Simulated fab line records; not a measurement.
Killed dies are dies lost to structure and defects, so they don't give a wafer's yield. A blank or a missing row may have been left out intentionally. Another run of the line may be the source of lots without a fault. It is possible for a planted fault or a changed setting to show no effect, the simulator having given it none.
Matching of chambers	flow nand-harc	rie-diel-06 running NHARC_A_STAIRCASE_ETCH_253: 4 sister chambers
The step etches the open film in C4F8/O2, target depth 50 nm, time 20.2 s. 8 wafers are shown with their chamber, then 7 later ones without.

## EACH WAFER AND ITS CHAMBER
wafer	chamber	rf-vpp-V (V)	oes-product-au (a.u.)
L077.5	1	887	0.978
L081.5	3	896	0.922
L081.6	0	890	0.954
L082.2	0	890	0.974
L082.4	2	896	0.954
L082.5	2	897	0.954
L088.1	3	896	0.965
L088.3	1	907	0.952

## WAFERS WITH NO CHAMBER GIVEN
wafer	rf-vpp-V (V)	oes-product-au (a.u.)
L088.6	907	0.958
L090.2	906	0.977
L090.3	894	0.942
L090.6	905	0.978
L092.1	896	0.923
L092.2	891	0.927
L092.5	895	0.920

## CHAMBER TAKEN BY EACH
wafer	from the rows above	in truth
L088.6	can't be placed: 1 or 2 or 3 or 0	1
L090.2	can't be placed: 1 or 2 or 3 or 0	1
L090.3	can't be placed: 3 or 2 or 1 or 0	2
L090.6	can't be placed: 1 or 2 or 3 or 0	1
L092.1	can't be placed: 3 or 2 or 1 or 0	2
L092.2	can't be placed: 3 or 2 or 0 or 1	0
L092.5	can't be placed: 3 or 2 or 1 or 0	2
Placed correctly: 0 of 7. Not placeable from these rows: 7 (in 7, the candidates include the true chamber). Number placed wrongly: 0.
How it was worked out, from the rows above alone: a wafer's distance from a chamber is the root of the sum, over the readings, of the square of ((its reading less the chamber's mean) divided by the reading's scatter). If the next closest chamber is less than 2 further off than the closest, the wafer can't be placed; otherwise it belongs to the closest. A chamber's mean is the mean of its shown wafers. The scatter is the square root of a quotient: the sum, over the shown wafers, of each reading's squared deviation from its chamber's mean, divided by wafers minus chambers.
